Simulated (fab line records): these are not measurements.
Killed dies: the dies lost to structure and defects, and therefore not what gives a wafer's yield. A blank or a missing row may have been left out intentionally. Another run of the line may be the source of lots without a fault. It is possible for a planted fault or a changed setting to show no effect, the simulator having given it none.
fab line records	flow n5-finfet
[record] lots = 24	wafers = 72	last-day = 18
route steps=1938 shown MOL_CONTACT_COAG@526
lots that met no fault: from a run of the same line without faults
start-h: the number of hours between the record's first day and the start of the first shown wafer of the lot	wait-h: how many hours have passed since the lot's step before this one	" identical to the entry in the row above	L1.1+2: a single row standing in for several wafers	- no value present, or no start provided	* or withheld: withheld	< > ~ a bound
route shown NAME@n: names a module that has steps shown in the file, with the first one's number in the route	usual: the fault-free wafers' mean and standard deviation	same: alike in all rows	chamber/n: place in a boat	sites: readings site by site	_std_site: how widely they spread, as a standard deviation	_edge_site: the outer-site mean with the inner-site mean subtracted	radius-mm: how far each site lies from the wafer's centre	mask NAME#n: copy n	behind: tool/chamber where the wafer was last shaped	hold: the reason the lot was held/the length of the hold in hours/how it ended	device: names the non-switching transistor (n, p or np)	end of line: the tests these same wafers got at the end of their route	step lacking rows: just its recipe	killed: at the first sort, the dies lost to defects and structure; wafer yield is something else	map: per-die view of a wafer (x killed, . not killed, _ where there is no die)
set.NAME: setting as actually run; set.NAME@STEP: the setting as run at that earlier step	model.NAME: the simulator's own value behind a step, which no gauge read
the route's steps for a sample of lots (tables are steps, rows are wafers)
services: when a tool's chamber went out of use (start-h, in hours from the record's first day, below 0 if earlier), for how many hours, and the reason
[[steps]]
[step N5_MOL_CONTACT_COAG_CD_MEAS_08]
[recipe] target-cd-nm = 28	landing-energy-ev = 500	detector = se-inlens	polarity = opening
[usual] cd-nm = 27.94/0.22
lot.wafer	tool	chamber	start-h	wait-h	cd-nm
L074.2	cd-sem-02	0	90.69	-	27.89
L074.3	"	0	"	"	27.81
L074.6	"	0	"	"	28.28
L075.2	cd-sem-02	0	97.70	-	28.00
L075.5	"	0	"	"	28.26
L075.6	"	0	"	"	28.37
L076.1	cd-sem-02	0	102.08	-	27.88
L076.4	"	0	"	"	27.78
L076.6	"	0	"	"	28.11
L077.2	cd-sem-03	0	110.11	-	28.04
L077.5	"	0	"	"	27.82
L077.6	"	0	"	"	28.42
L078.1	cd-sem-02	0	115.46	-	27.92
L078.3	"	0	"	"	27.53
L078.5	"	0	"	"	27.72
L079.1	cd-sem-03	0	121.79	-	27.72
L079.2	"	0	"	"	27.83
L079.4	"	0	"	"	27.67
L080.1	cd-sem-02	0	125.58	-	27.92
L080.3	"	0	"	"	27.87
L080.4	"	0	"	"	27.98
L081.1	cd-sem-02	0	135.01	-	27.95
L081.3	"	0	"	"	28.04
L081.5	"	0	"	"	28.30
L082.2	cd-sem-01	0	138.27	-	27.97
L082.4	"	0	"	"	28.08
L082.6	"	0	"	"	27.83
L083.1	cd-sem-01	0	142.67	-	27.90
L083.5	"	0	"	"	27.89
L083.6	"	0	"	"	27.53
L084.3	cd-sem-01	0	150.32	-	28.16
L084.4	"	0	"	"	28.29
L084.5	"	0	"	"	27.74
L085.1	cd-sem-02	0	154.91	-	27.78
L085.4	"	0	"	"	27.81
L085.5	"	0	"	"	27.81
L086.1	cd-sem-01	0	166.47	-	28.24
L086.2	"	0	"	"	28.10
L086.5	"	0	"	"	27.96
L087.3	cd-sem-03	0	168.85	-	28.30
L087.4	"	0	"	"	27.91
L087.6	"	0	"	"	28.19
L088.2	cd-sem-01	0	174.16	-	28.00
L088.3	"	0	"	"	28.09
L088.5	"	0	"	"	27.61
L089.1	cd-sem-03	0	183.45	-	27.81
L089.2	"	0	"	"	28.00
L089.4	"	0	"	"	27.90
L090.3	cd-sem-02	0	185.44	-	28.16
L090.4	"	0	"	"	28.09
L090.6	"	0	"	"	28.10
L091.1	cd-sem-01	0	193.71	-	27.69
L091.3	"	0	"	"	27.85
L091.4	"	0	"	"	27.84
L092.2	cd-sem-02	0	195.19	-	27.70
L092.4	"	0	"	"	27.84
L092.6	"	0	"	"	27.93
L093.2	cd-sem-01	0	201.51	-	28.14
L093.5	"	0	"	"	27.79
L093.6	"	0	"	"	27.96
L094.1	cd-sem-02	0	209.19	-	28.30
L094.4	"	0	"	"	27.95
L094.6	"	0	"	"	27.95
L095.1	cd-sem-03	0	213.42	-	28.32
L095.3	"	0	"	"	27.79
L095.4	"	0	"	"	27.87
L096.2	cd-sem-01	0	221.87	-	27.81
L096.3	"	0	"	"	28.13
L096.4	"	0	"	"	28.00
L097.1	cd-sem-01	0	224.41	-	27.90
L097.2	"	0	"	"	27.85
L097.6	"	0	"	"	28.08
[step N5_MOL_CONTACT_COAG_OVL_MEAS_09]
[recipe] points-per-wafer = 522
[usual] CA_OVL = -0.4/0.64
[same] points-per-wafer = 522
lot.wafer	tool	chamber	start-h	wait-h	CA_OVL[nm]
L074.2	overlay-02	0	90.72	0.0	-0.4
L074.3	"	0	"	"	0.1
L074.6	"	0	"	"	-0.2
L075.2	overlay-01	0	97.73	0.0	-0.2
L075.5	"	0	"	"	-0.8
L075.6	"	0	"	"	-0.5
L076.1	overlay-02	0	102.11	0.0	-0.6
L076.4	"	0	"	"	-0.1
L076.6	"	0	"	"	-1.0
L077.2	overlay-02	0	110.15	0.0	0.6
L077.5	"	0	"	"	-0.3
L077.6	"	0	"	"	-1.2
L078.1	overlay-02	0	115.49	0.0	-0.6
L078.3	"	0	"	"	-0.5
L078.5	"	0	"	"	-1.1
L079.1	overlay-01	0	121.82	0.0	-1.3
L079.2	"	0	"	"	-0.2
L079.4	"	0	"	"	-1.9
L080.1	overlay-02	0	125.61	0.0	-0.4
L080.3	"	0	"	"	-0.2
L080.4	"	0	"	"	-1.4
L081.1	overlay-01	0	135.04	0.0	0.3
L081.3	"	0	"	"	0.4
L081.5	"	0	"	"	0.0
L082.2	overlay-02	0	138.31	0.0	-0.2
L082.4	"	0	"	"	-0.5
L082.6	"	0	"	"	-1.5
L083.1	overlay-02	0	142.70	0.0	0.1
L083.5	"	0	"	"	-0.2
L083.6	"	0	"	"	-0.1
L084.3	overlay-01	0	150.36	0.0	-0.3
L084.4	"	0	"	"	1.2
L084.5	"	0	"	"	-0.2
L085.1	overlay-01	0	154.94	0.0	-0.2
L085.4	"	0	"	"	-0.8
L085.5	"	0	"	"	-0.6
L086.1	overlay-01	0	166.50	0.0	-0.4
L086.2	"	0	"	"	-0.5
L086.5	"	0	"	"	0.3
L087.3	overlay-01	0	168.89	0.0	-0.5
L087.4	"	0	"	"	-0.8
L087.6	"	0	"	"	-1.2
L088.2	overlay-02	0	174.20	0.0	-1.4
L088.3	"	0	"	"	-0.6
L088.5	"	0	"	"	-1.2
L089.1	overlay-02	0	183.49	0.0	-0.3
L089.2	"	0	"	"	-1.4
L089.4	"	0	"	"	-1.8
L090.3	overlay-02	0	185.48	0.0	-0.3
L090.4	"	0	"	"	0.1
L090.6	"	0	"	"	0.1
L091.1	overlay-01	0	193.74	0.0	0.4
L091.3	"	0	"	"	-0.5
L091.4	"	0	"	"	-0.8
L092.2	overlay-02	0	195.23	0.0	-0.1
L092.4	"	0	"	"	-0.5
L092.6	"	0	"	"	0.7
L093.2	overlay-01	0	201.55	0.0	-0.1
L093.5	"	0	"	"	-0.7
L093.6	"	0	"	"	-0.6
L094.1	overlay-01	0	209.22	0.0	0.1
L094.4	"	0	"	"	0.0
L094.6	"	0	"	"	-0.7
L095.1	overlay-01	0	213.45	0.0	0.6
L095.3	"	0	"	"	0.1
L095.4	"	0	"	"	-0.9
L096.2	overlay-01	0	221.91	0.0	-1.2
L096.3	"	0	"	"	-1.0
L096.4	"	0	"	"	-1.8
L097.1	overlay-01	0	224.44	0.0	0.3
L097.2	"	0	"	"	-0.8
L097.6	"	0	"	"	0.3
[step N5_MOL_CONTACT_COAG_ETCH_15]
[recipe] chemistry = CH3F/O2	target = SiNx	target-depth-a = 70	mask-material = SOC	stop-on = Si:P	over-etch-frac = 0.75	ion-energy-ev = 120	pressure-mtorr = 30	source-w = 395	bias-w = 73	Ar_flow_sccm = 150	CH3F_flow_sccm = 30	O2_flow_sccm = 20
[usual] CH3F_flow_sccm = 30.01/0.091	O2_flow_sccm = 19.99/0.062	drypump-motor-current-A = 5.8/0.48	mfc-ar-sccm = 150.0/0.41	oes-product-au = 0.59/0.065	rf-fwd-power-W = 391.8/1.5	rf-vpp-V = 296/4.6	showerhead-plenum-p-Torr = 2.04/0.059	throttle-valve-pct = 16.38/0.25
lot.wafer	tool	chamber	start-h	wait-h	CH3F_flow_sccm	O2_flow_sccm	drypump-motor-current-A	mfc-ar-sccm	oes-product-au	rf-fwd-power-W	rf-hours-counter-h	rf-vpp-V	showerhead-plenum-p-Torr	throttle-valve-pct
L074.2	rie-diel-01	3	91.05	0.0	30.10	20.08	5.4	150.3	0.53	393.5	191	296	1.99	16.46
L074.3	"	2	"	"	30.02	20.01	5.3	149.9	0.53	391.6	206	288	1.98	16.56
L074.6	"	1	"	"	29.96	20.03	6.4	150.5	0.66	391.0	-	298	2.04	15.92
L075.2	rie-diel-01	2	98.07	0.0	29.98	19.95	5.3	150.3	0.53	389.9	208	288	1.98	16.57
L075.5	"	1	"	"	30.07	19.90	6.4	149.3	0.66	391.4	-	299	2.04	15.95
L075.6	"	0	"	"	29.99	19.93	6.7	149.9	0.53	393.9	-	291	2.06	16.58
L076.1	rie-diel-03	1	102.42	0.0	30.06	20.02	6.0	149.9	0.68	393.9	9	292	1.98	16.28
L076.4	"	3	"	"	29.97	19.91	5.7	150.1	0.53	389.1	-	290	1.96	16.28
L076.6	"	0	"	"	30.02	20.00	5.9	150.4	0.50	391.6	-	302	2.05	16.79
L077.2	rie-diel-01	2	110.45	0.0	29.95	19.99	5.3	150.7	0.52	390.6	213	290	1.98	16.56
L077.5	"	0	"	"	29.85	19.90	6.7	150.7	0.52	393.0	-	293	2.06	16.60
L077.6	"	1	"	"	29.81	20.04	6.4	149.9	0.65	392.7	-	299	2.04	15.96
L078.1	rie-diel-06	3	115.80	0.0	30.05	19.93	5.7	150.4	0.57	391.5	155	293	1.99	16.63
L078.3	"	1	"	"	30.02	19.94	6.0	150.4	0.68	392.2	12	298	2.15	16.10
L078.5	"	3	"	"	30.08	19.98	5.7	150.1	0.57	393.2	-	294	1.99	16.63
L079.1	rie-diel-06	3	122.29	0.0	29.91	19.92	5.7	150.1	0.56	389.4	158	293	1.99	16.62
L079.2	"	2	"	"	30.16	20.01	5.6	149.2	0.51	391.2	227	299	2.06	16.61
L079.4	"	1	"	"	30.09	19.96	6.1	149.9	0.67	393.7	15	299	2.15	16.08
L080.1	rie-diel-06	2	126.27	0.0	29.93	19.90	5.6	150.7	0.52	390.8	228	300	2.06	16.61
L080.3	"	3	"	"	30.04	19.94	5.6	148.8	0.55	391.4	159	292	1.99	16.62
L080.4	"	0	"	"	29.98	20.04	5.1	149.4	0.59	391.6	118	302	2.10	16.39
L081.1	rie-diel-03	1	135.49	0.0	30.13	20.12	6.0	149.4	0.65	391.8	25	294	1.97	16.30
L081.3	"	2	"	"	29.87	20.00	5.3	149.1	0.69	395.0	9	294	2.05	16.25
L081.5	"	2	"	"	30.07	19.98	5.3	149.6	0.69	392.2	-	295	2.04	16.23
L082.2	rie-diel-06	2	138.64	0.0	30.03	19.87	5.5	150.4	0.51	390.3	234	300	2.06	16.63
L082.4	"	2	"	"	29.87	20.02	5.6	150.2	0.51	390.6	-	299	2.06	16.63
L082.6	"	3	"	"	30.13	19.94	5.7	150.4	0.55	392.6	-	293	1.98	16.63
L083.1	rie-diel-06	3	143.10	0.0	30.02	20.03	5.7	150.4	0.56	390.3	166	292	1.98	16.65
L083.5	"	3	"	"	30.11	19.98	5.6	150.8	0.55	388.4	-	292	1.98	16.65
L083.6	"	0	"	"	29.86	20.06	5.2	150.4	0.59	389.7	-	304	2.10	16.38
L084.3	rie-diel-01	1	150.66	0.0	30.00	19.99	6.4	149.9	0.64	390.8	57	300	2.03	15.99
L084.4	"	2	"	"	29.88	19.96	5.3	149.9	0.52	390.3	226	289	1.98	16.59
L084.5	"	1	"	"	30.01	20.06	6.5	149.8	0.64	391.1	-	298	2.03	15.96
L085.1	rie-diel-06	3	155.25	0.0	30.13	19.90	5.7	149.8	0.56	390.6	170	292	1.98	16.64
L085.4	"	2	"	"	29.92	20.13	5.6	149.2	0.51	390.3	240	298	2.06	16.65
L085.5	"	0	"	"	30.05	19.95	5.2	149.7	0.59	393.0	-	304	2.10	16.39
L086.1	rie-diel-06	2	167.01	0.0	30.05	20.01	5.5	150.6	0.51	391.3	244	299	2.06	16.64
L086.2	"	1	"	"	29.97	20.00	6.0	149.8	0.65	393.7	29	299	2.14	16.12
L086.5	"	1	"	"	30.11	19.96	6.0	150.0	0.65	391.3	-	300	2.14	16.12
L087.3	rie-diel-06	0	169.45	0.0	29.80	20.01	5.1	150.5	0.59	391.9	131	303	2.10	16.40
L087.4	"	3	"	"	30.12	20.10	5.7	150.3	0.55	391.4	173	291	1.98	16.64
L087.6	"	1	"	"	30.14	19.91	6.0	150.3	0.66	392.6	-	300	2.14	16.12
L088.2	rie-diel-03	1	174.60	0.0	30.07	19.95	6.0	150.7	0.63	390.3	43	294	1.97	16.34
L088.3	"	0	"	"	30.00	19.95	5.9	149.4	0.68	393.6	15	302	2.04	16.32
L088.5	"	2	"	"	29.96	19.91	5.3	149.8	0.65	393.4	-	293	2.04	16.29
L089.1	rie-diel-06	3	183.80	0.0	29.99	19.94	5.7	149.9	0.55	391.7	178	293	1.98	16.67
L089.2	"	1	"	"	29.91	19.85	6.0	150.4	0.64	391.2	35	300	2.14	16.13
L089.4	"	0	"	"	30.03	20.07	5.2	149.8	0.58	391.8	137	304	2.10	16.42
L090.3	rie-diel-06	1	185.97	0.0	30.04	20.01	6.0	150.3	0.65	391.5	36	300	2.14	16.13
L090.4	"	0	"	"	30.11	20.08	5.1	149.8	0.58	393.7	-	304	2.10	16.42
L090.6	"	1	"	"	29.98	20.02	6.0	150.5	0.64	393.0	-	300	2.14	16.14
L091.1	rie-diel-01	3	194.21	0.0	29.83	20.04	5.5	149.3	0.51	392.5	229	294	1.98	16.53
L091.3	"	0	"	"	29.91	19.93	6.7	149.6	0.70	393.5	3	293	2.05	16.11
L091.4	"	1	"	"	30.06	19.84	6.4	150.2	0.62	390.7	76	300	2.03	16.00
L092.2	rie-diel-01	0	195.64	0.0	30.01	19.96	6.7	149.7	0.69	395.1	3	291	2.05	16.11
L092.4	"	1	"	"	30.04	20.07	6.4	150.3	0.62	391.1	77	300	2.03	16.02
L092.6	"	3	"	"	30.02	20.06	5.5	150.1	0.51	393.8	-	295	1.98	16.52
L093.2	rie-diel-06	3	201.85	0.0	30.18	20.05	5.7	150.7	0.55	388.9	188	292	1.98	16.67
L093.5	"	1	"	"	30.03	19.93	6.0	149.7	0.63	393.5	-	299	2.14	16.16
L093.6	"	3	"	"	29.98	19.98	5.6	150.3	0.54	390.3	-	291	1.98	16.68
L094.1	rie-diel-06	2	209.53	0.0	29.92	19.98	5.5	150.5	0.73	393.4	1	299	2.05	16.12
L094.4	"	1	"	"	30.00	20.11	6.0	150.5	0.63	393.0	48	298	2.14	16.14
L094.6	"	3	"	"	29.95	19.94	5.7	149.5	0.54	392.0	-	292	1.97	16.68
L095.1	rie-diel-01	1	213.76	0.0	30.17	20.00	6.4	150.1	0.62	390.3	83	300	2.02	16.03
L095.3	"	3	"	"	29.97	20.03	5.5	149.9	0.50	394.0	238	295	1.97	16.55
L095.4	"	3	"	"	29.84	20.04	5.5	150.3	0.51	395.0	-	295	1.97	16.55
L096.2	rie-diel-01	3	222.22	0.0	30.09	19.99	5.5	149.8	0.51	391.5	241	295	1.97	16.55
L096.3	"	1	"	"	30.01	20.00	6.5	149.9	0.61	391.8	86	298	2.02	16.03
L096.4	"	1	"	"	30.18	19.96	6.4	150.2	0.61	392.3	-	298	2.02	16.03
L097.1	rie-diel-06	0	224.76	0.0	30.07	20.09	5.1	149.7	0.57	391.3	154	303	2.09	16.45
L097.2	"	3	"	"	29.93	20.03	5.7	150.2	0.54	390.0	195	292	1.97	16.69
L097.6	"	3	"	"	30.13	19.91	5.7	149.5	0.54	392.2	-	293	1.97	16.69
[step N5_MOL_CONTACT_COAG_CD_MEAS_99]
[recipe] target-cd-nm = 17.2	polarity = opening
[usual] cd-nm = 17.2/0.38
lot.wafer	tool	chamber	start-h	wait-h	cd-nm
L074.2	cd-sem-01	-	91.23	-	16.7
L074.3	"	-	"	"	17.1
L074.6	"	-	"	"	16.9
L075.2	cd-sem-01	-	98.25	-	18.0
L075.5	"	-	"	"	17.2
L075.6	"	-	"	"	17.4
L076.1	cd-sem-01	-	102.61	-	17.8
L076.4	"	-	"	"	17.3
L076.6	"	-	"	"	17.1
L077.2	cd-sem-01	-	110.63	-	17.4
L077.5	"	-	"	"	17.1
L077.6	"	-	"	"	17.4
L078.1	cd-sem-03	-	115.98	-	16.8
L078.3	"	-	"	"	17.2
L078.5	"	-	"	"	16.9
L079.1	cd-sem-03	-	122.47	-	17.3
L079.2	"	-	"	"	16.6
L079.4	"	-	"	"	17.4
L080.1	cd-sem-01	-	126.45	-	17.4
L080.3	"	-	"	"	17.3
L080.4	"	-	"	"	17.5
L081.1	cd-sem-03	-	135.67	-	17.6
L081.3	"	-	"	"	17.1
L081.5	"	-	"	"	17.3
L082.2	cd-sem-01	-	138.82	-	17.0
L082.4	"	-	"	"	16.9
L082.6	"	-	"	"	17.3
L083.1	cd-sem-01	-	143.28	-	16.7
L083.5	"	-	"	"	17.1
L083.6	"	-	"	"	16.8
L084.3	cd-sem-01	-	150.84	-	16.8
L084.4	"	-	"	"	17.0
L084.5	"	-	"	"	16.2
L085.1	cd-sem-02	-	155.43	-	16.9
L085.4	"	-	"	"	16.8
L085.5	"	-	"	"	16.8
L086.1	cd-sem-01	-	167.19	-	17.1
L086.2	"	-	"	"	17.6
L086.5	"	-	"	"	17.7
L087.3	cd-sem-03	-	169.63	-	17.4
L087.4	"	-	"	"	17.8
L087.6	"	-	"	"	17.9
L088.2	cd-sem-03	-	174.79	-	17.5
L088.3	"	-	"	"	16.5
L088.5	"	-	"	"	17.6
L089.1	cd-sem-01	-	183.98	-	17.1
L089.2	"	-	"	"	17.9
L089.4	"	-	"	"	16.8
L090.3	cd-sem-01	-	186.15	-	17.3
L090.4	"	-	"	"	16.9
L090.6	"	-	"	"	17.6
L091.1	cd-sem-01	-	194.39	-	16.3
L091.3	"	-	"	"	17.1
L091.4	"	-	"	"	16.9
L092.2	cd-sem-01	-	195.82	-	16.9
L092.4	"	-	"	"	16.5
L092.6	"	-	"	"	16.8
L093.2	cd-sem-02	-	202.03	-	17.0
L093.5	"	-	"	"	17.8
L093.6	"	-	"	"	17.0
L094.1	cd-sem-02	-	209.71	-	18.2
L094.4	"	-	"	"	17.5
L094.6	"	-	"	"	17.8
L095.1	cd-sem-01	-	213.94	-	17.4
L095.3	"	-	"	"	16.5
L095.4	"	-	"	"	16.7
L096.2	cd-sem-01	-	222.40	-	16.6
L096.3	"	-	"	"	16.8
L096.4	"	-	"	"	17.2
L097.1	cd-sem-02	-	224.94	-	17.1
L097.2	"	-	"	"	17.1
L097.6	"	-	"	"	17.6
[step N5_MOL_CONTACT_COAG_CMP_23]
[recipe] stop-on = SiO2	t-overpolish-s = 1.5	post-cmp-clean = cu-alkaline	down-force-psi = 2	platen-rpm = 50.289	pad-velocity-m-s = 1.0006	target-thk-nm = 0
[usual] motor-current-A = 8.1/0.63	overpolish-run-s = 1.500/0.0098	pad-life-wafers = 1246/490	platen-rpm = 50.29/0.034	time-to-endpoint-s = 9.5/1.8
lot.wafer	tool	chamber	start-h	wait-h	motor-current-A	overpolish-run-s	pad-life-wafers	platen-rpm	time-to-endpoint-s
L074.3	cmp-04	3	96.49	0.1	8.2	1.476	979	50.25	7.5
L074.2	"	0	"	"	8.0	1.494	980	50.31	7.4
L074.6	"	3	"	"	8.1	1.497	-	50.27	8.5
L075.2	cmp-04	0	102.72	0.1	8.4	1.518	1046	50.31	9.5
L075.6	"	2	"	"	8.3	1.499	-	50.31	9.6
L075.5	"	3	"	"	8.0	1.501	-	50.30	10.6
L076.4	cmp-03	2	110.41	0.1	8.5	1.515	1807	50.30	10.3
L076.1	"	3	"	"	7.6	1.509	1808	50.30	7.4
L076.6	"	1	"	"	8.4	1.489	-	50.36	9.6
L077.2	cmp-03	2	114.91	0.1	8.7	1.499	1860	50.23	8.0
L077.5	"	2	"	"	8.6	1.510	-	50.31	8.9
L077.6	"	3	"	"	7.4	1.512	-	50.36	7.9
L078.3	cmp-03	3	121.59	0.1	7.6	1.496	1940	50.28	7.4
L078.1	"	0	"	"	7.6	1.495	1941	50.24	7.2
L078.5	"	2	"	"	8.5	1.501	-	50.29	10.5
L079.2	cmp-04	1	127.93	0.0	7.5	1.498	1212	50.26	8.0
L079.4	"	3	"	"	8.1	1.491	1214	50.32	8.9
L079.1	"	0	"	"	8.2	1.521	1215	50.30	7.2
L080.1	cmp-01	1	131.47	0.1	9.7	1.504	733	50.27	10.8
L080.4	"	2	"	"	6.7	1.503	734	50.31	11.2
L080.3	"	3	"	"	7.5	1.503	735	50.29	9.8
L081.1	cmp-01	0	142.21	0.0	8.3	1.495	816	50.29	7.6
L081.3	"	2	"	"	7.3	1.508	818	50.32	7.3
L081.5	"	0	"	"	8.3	1.495	-	50.31	11.8
L082.4	cmp-01	3	146.00	0.1	7.8	1.488	841	50.32	12.7
L082.2	"	1	"	"	9.2	1.507	843	50.32	10.1
L082.6	"	3	"	"	7.7	1.508	-	50.30	12.4
L083.1	cmp-04	1	148.95	0.1	7.6	1.502	1407	50.28	8.7
L083.5	"	2	"	"	7.8	1.498	-	50.25	11.6
L083.6	"	3	"	"	8.3	1.498	-	50.30	11.0
L084.4	cmp-04	1	158.26	0.0	7.8	1.488	1494	50.30	9.9
L084.3	"	0	"	"	8.5	1.494	1497	50.34	10.0
L084.5	"	2	"	"	8.2	1.514	-	50.34	10.1
L085.4	cmp-01	1	161.84	0.1	9.5	1.497	949	50.25	8.5
L085.1	"	2	"	"	7.0	1.505	950	50.32	6.9
L085.5	"	0	"	"	8.4	1.501	-	50.34	11.9
L086.2	cmp-04	2	172.40	0.1	8.0	1.508	1621	50.33	8.7
L086.1	"	0	"	"	7.9	1.483	1623	50.19	7.6
L086.5	"	2	"	"	8.2	1.498	-	50.29	12.2
L087.4	cmp-04	2	174.95	0.0	8.4	1.496	1650	50.34	10.0
L087.3	"	3	"	"	7.9	1.478	1651	50.30	10.4
L087.6	"	3	"	"	8.1	1.519	-	50.29	8.9
L088.2	cmp-01	2	180.85	0.0	7.3	1.487	1122	50.25	7.2
L088.3	"	0	"	"	8.6	1.488	1124	50.26	9.3
L088.5	"	2	"	"	7.1	1.497	-	50.26	6.5
L089.1	cmp-01	2	189.96	0.1	7.0	1.498	1207	50.28	9.3
L089.4	"	3	"	"	8.1	1.509	1208	50.31	10.6
L089.2	"	0	"	"	8.5	1.488	1209	50.25	11.6
L090.4	cmp-03	2	193.13	0.1	8.5	1.514	510	50.27	9.5
L090.3	"	0	"	"	7.5	1.511	512	50.28	10.7
L090.6	"	3	"	"	7.6	1.485	-	50.30	8.2
L091.4	cmp-01	3	199.66	0.1	7.9	1.502	1297	50.29	11.7
L091.1	"	0	"	"	8.8	1.499	1298	50.32	12.1
L091.3	"	1	"	"	9.6	1.500	1299	50.30	11.1
L092.2	cmp-04	2	199.83	0.1	8.4	1.506	1818	50.26	4.5
L092.4	"	1	"	"	7.9	1.494	1821	50.23	7.3
L092.6	"	3	"	"	7.8	1.506	-	50.28	7.6
L093.2	cmp-03	0	206.46	0.1	7.4	1.495	645	50.27	9.0
L093.5	"	1	"	"	8.2	1.486	-	50.30	7.8
L093.6	"	2	"	"	8.6	1.488	-	50.33	8.1
L094.1	cmp-01	0	215.05	0.0	8.7	1.490	1440	50.27	12.2
L094.4	"	2	"	"	7.0	1.501	1442	50.22	11.0
L094.6	"	1	"	"	9.7	1.501	-	50.37	11.3
L095.1	cmp-04	1	220.00	0.0	7.6	1.510	1986	50.31	10.1
L095.3	"	3	"	"	8.0	1.511	1988	50.32	7.4
L095.4	"	0	"	"	8.3	1.472	1989	50.27	8.2
L096.4	cmp-01	2	226.38	0.1	7.1	1.497	1489	50.27	10.3
L096.2	"	3	"	"	7.7	1.495	1490	50.31	12.5
L096.3	"	0	"	"	8.2	1.506	1491	50.30	10.8
L097.1	cmp-04	2	229.65	0.1	7.9	1.485	19	50.25	11.2
L097.2	"	3	"	"	7.8	1.505	20	50.25	11.3
L097.6	"	1	"	"	7.9	1.501	-	50.33	10.1
[step N5_MOL_CONTACT_COAG_ALD_27]
[recipe] material = SiOC	target-thk-a = 170	temp-c = 400	ald-precursor-family = carbosiloxane	ald-co-reactant = H2-plasma	pulse-time-s = 1.5	time-s = 2720	purge-time-s = 2	co-reactant-purge-time-s = 2	ald-cycles = 340	pressure-torr = 2
[usual] heater-power-w = 827/86	precursor-pulse-height-rel = 1.002/0.02
lot.wafer	tool	chamber	start-h	wait-h	heater-power-w	precursor-pulse-height-rel
L074.2	ald-sin-04	1	98.12	0.9	865	0.991
L074.3	"	3	"	"	874	1.015
L074.6	"	2	"	"	762	1.003
L075.2	ald-sin-01	3	103.47	0.0	910	0.999
L075.5	"	3	"	"	932	0.988
L075.6	"	0	"	"	730	1.036
L076.1	ald-sin-02	1	111.19	0.0	1030	1.012
L076.4	"	0	"	"	883	1.009
L076.6	"	3	"	"	742	0.993
L077.2	ald-sin-02	3	115.99	0.3	724	0.988
L077.5	"	0	"	"	893	1.017
L077.6	"	3	"	"	731	0.999
L078.1	ald-sin-02	3	122.33	0.0	731	1.020
L078.3	"	1	"	"	1028	1.001
L078.5	"	2	"	"	855	1.015
L079.1	ald-sin-04	2	128.75	0.0	759	0.984
L079.2	"	3	"	"	875	1.014
L079.4	"	1	"	"	868	0.999
L080.1	ald-sin-01	3	132.31	0.1	914	0.987
L080.3	"	1	"	"	711	0.980
L080.4	"	0	"	"	726	0.975
L081.1	ald-sin-04	3	143.55	0.5	869	0.981
L081.3	"	2	"	"	770	1.001
L081.5	"	1	"	"	875	0.979
L082.2	ald-sin-04	2	147.76	1.0	772	1.005
L082.4	"	0	"	"	766	1.005
L082.6	"	0	"	"	759	0.995
L083.1	ald-sin-04	0	150.40	0.3	741	1.017
L083.5	"	3	"	"	876	0.998
L083.6	"	0	"	"	780	1.018
L084.3	ald-sin-01	0	159.09	0.0	716	1.019
L084.4	"	2	"	"	940	0.985
L084.5	"	0	"	"	747	1.006
L085.1	ald-sin-02	3	162.62	0.0	732	1.039
L085.4	"	1	"	"	1013	1.016
L085.5	"	2	"	"	825	1.024
L086.1	ald-sin-04	2	173.18	0.0	750	1.025
L086.2	"	3	"	"	855	0.969
L086.5	"	2	"	"	765	1.001
L087.3	ald-sin-02	1	175.79	0.1	1028	0.965
L087.4	"	3	"	"	738	1.009
L087.6	"	3	"	"	722	1.035
L088.2	ald-sin-04	0	181.67	0.0	768	1.011
L088.3	"	2	"	"	766	0.996
L088.5	"	0	"	"	764	1.025
L089.1	ald-sin-02	1	191.33	0.6	965	0.995
L089.2	"	2	"	"	813	1.036
L089.4	"	0	"	"	876	0.982
L090.3	ald-sin-02	0	193.95	0.0	862	1.020
L090.4	"	2	"	"	821	1.005
L090.6	"	1	"	"	985	1.036
L091.1	ald-sin-01	0	200.44	0.0	724	1.026
L091.3	"	1	"	"	687	0.987
L091.4	"	3	"	"	922	1.010
L092.2	ald-sin-04	0	200.65	0.0	762	0.970
L092.4	"	1	"	"	879	1.000
L092.6	"	2	"	"	752	0.996
L093.2	ald-sin-02	3	207.17	0.0	697	1.016
L093.5	"	1	"	"	955	0.986
L093.6	"	0	"	"	866	1.005
L094.1	ald-sin-02	3	215.87	0.0	699	1.017
L094.4	"	2	"	"	807	0.994
L094.6	"	3	"	"	705	0.977
L095.1	ald-sin-01	3	220.82	0.0	927	1.037
L095.3	"	2	"	"	932	0.979
L095.4	"	1	"	"	697	1.045
L096.2	ald-sin-04	0	227.16	0.0	797	0.997
L096.3	"	2	"	"	781	0.966
L096.4	"	1	"	"	875	1.023
L097.1	ald-sin-04	3	230.48	0.0	856	1.027
L097.2	"	1	"	"	892	0.999
L097.6	"	1	"	"	868	0.985
[[services]]
tool	chamber	start-h	hours	kind
rie-diel-06	2	78.60	4.3	repair
rie-diel-01	3	80.46	4.2	repair
ald-sin-01	-	85.90	14.0	pm
rie-diel-03	2	91.31	7.1	repair
ald-sin-04	1	91.70	3.7	repair
cmp-03	-	92.40	3.5	pm
cmp-04	-	111.92	6.0	pm
cmp-01	-	118.04	1.8	repair
ald-sin-01	2	126.17	3.7	repair
cmp-03	-	127.85	4.0	pm
rie-diel-06	1	132.23	6.0	repair
rie-diel-06	0	133.63	5.5	repair
rie-diel-06	-	139.31	0.5	repair
ald-sin-02	-	139.72	0.6	repair
cmp-03	-	141.38	0.2	repair
cmp-04	-	152.57	1.3	repair
rie-diel-06	3	155.87	5.8	repair
cmp-04	-	176.96	4.8	pm
ald-sin-02	-	177.33	14.0	pm
ald-sin-04	3	194.48	12.8	repair
cmp-03	-	219.00	2.2	repair
cmp-01	-	221.34	4.7	pm
cmp-04	-	223.57	4.0	pm
ald-sin-02	3	229.51	6.3	repair
[[key]]
fault none
